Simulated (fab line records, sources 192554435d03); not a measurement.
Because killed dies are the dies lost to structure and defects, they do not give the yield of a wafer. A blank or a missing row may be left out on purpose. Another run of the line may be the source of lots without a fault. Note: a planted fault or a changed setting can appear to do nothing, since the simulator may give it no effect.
Chamber matching :: flow n5 finfet :: 3 sister chambers for N5_MOL_CONTACT_COAG_CO_FILL_22 on cvd co-01
The step material Co, precursor CCTBA/H2, target thk 20 nm. 3 wafers are shown with their chamber, then 7 later ones without.

== WAFERS WITH THEIR CHAMBER ==
wafer: L721.5
chamber: 2
heater power w (W): 228

wafer: L723.2
chamber: 1
heater power w (W): 246

wafer: L723.4
chamber: 0
heater power w (W): 247

== WAFERS WITH NO CHAMBER GIVEN ==
wafer: L723.5
heater power w (W): 232

wafer: L725.3
heater power w (W): 235

wafer: L725.4
heater power w (W): 230

wafer: L725.6
heater power w (W): 243

wafer: L727.4
heater power w (W): 245

wafer: L727.5
heater power w (W): 229

wafer: L727.6
heater power w (W): 252

== EACH ONE'S CHAMBER ==
wafer: L723.5
from the rows above: 2
in truth: 2

wafer: L725.3
from the rows above: can't be placed: 2 or 1 or 0
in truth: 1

wafer: L725.4
from the rows above: 2
in truth: 2

wafer: L725.6
from the rows above: can't be placed: 1 or 0
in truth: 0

wafer: L727.4
from the rows above: can't be placed: 1 or 0
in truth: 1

wafer: L727.5
from the rows above: 2
in truth: 2

wafer: L727.6
from the rows above: can't be placed: 0 or 1
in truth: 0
Correct placement for 3 of the 7. From these rows, 4 cannot be placed; in 4 the true chamber is one of the candidates. Wrongly placed: 0.
How it was worked out, from the rows above alone: a wafer's distance from a chamber is the root of the sum, over the readings, of the square of ((its reading less the chamber's mean) divided by the reading's scatter). If the next closest chamber is less than 2 further off than the closest, the wafer can't be placed; otherwise it belongs to the closest. For every chamber, the mean is computed from those of its wafers that are shown. The scatter (one wafer shown for each chamber): square how far every hidden wafer sits from the nearest shown wafer, average those squares and take the square root.
